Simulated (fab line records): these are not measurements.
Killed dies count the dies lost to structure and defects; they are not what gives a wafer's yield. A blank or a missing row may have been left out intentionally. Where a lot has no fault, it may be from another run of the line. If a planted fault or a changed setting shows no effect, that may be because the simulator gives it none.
Which tool is to blame?    flow n5-finfet    Sampling: 6 lots, 17 wafers, 3 of 1938 route steps

## WHAT THE GAUGES SHOWED, per wafer
N5_BEOL_M3_THK_MEAS_53: measures by xrf.
lot   measured      on             M3_THK (nm)
L520  day 8 02:55   film-metro-02  42.5 42.1 43.8
L523  day 8 22:06   film-metro-02  38.9 40.8 40.7
L527  day 10 06:32  film-metro-02  39.5 42.5
L535  day 11 22:53  film-metro-01  37.5 37.5 39.7
L540  day 12 22:14  film-metro-02  39.6 39.9 42.8
L542  day 13 11:27  film-metro-02  39.9 40.0 38.9

## EACH LOT AND THE TOOL THAT RAN IT (in order: tool; ch and the chambers of the sampled wafers; start)
lot   N5_BEOL_M3_ANNEAL_82          N5_BEOL_M3_SPUTTER_86
L520  pvd-sputter-02, day 8 00:53   pvd-sputter-02, day 8 01:02
L523  pvd-sputter-01, day 8 20:04   pvd-sputter-01, day 8 20:13
L527  pvd-sputter-01, day 10 04:25  pvd-sputter-01, day 10 04:34
L535  pvd-sputter-03, day 11 20:50  pvd-sputter-03, day 11 20:58
L540  pvd-sputter-01, day 12 18:54  pvd-sputter-01, day 12 19:02
L542  pvd-sputter-03, day 13 09:11  pvd-sputter-03, day 13 09:19
- N5_BEOL_M3_ANNEAL_82: time 240 s.
- N5_BEOL_M3_SPUTTER_86: material Cu, target thk 4.5 nm, time 8.29 s.

## THE ANSWER, worked out from the rows above alone
Rule: the lots themselves supply what counts as usual. Put in order of their means at a reading, lots are off if they are a third of the lots or fewer, leave a main group of 4 or more, and stand apart from it by a gap of 3 or more times the standard deviation of the main group's means; of several such gaps the widest counts. A main group is skipped when, at the precision printed for the reading in the tables above, its means are all equal. Also off: a lot with no number at a reading for which 4 or more lots have one. All remaining lots with rows at the step are treated as sound.
Nothing can be told from this: no lot is off at any reading shown.

## WHAT THE SIMULATOR HAD INSERTED
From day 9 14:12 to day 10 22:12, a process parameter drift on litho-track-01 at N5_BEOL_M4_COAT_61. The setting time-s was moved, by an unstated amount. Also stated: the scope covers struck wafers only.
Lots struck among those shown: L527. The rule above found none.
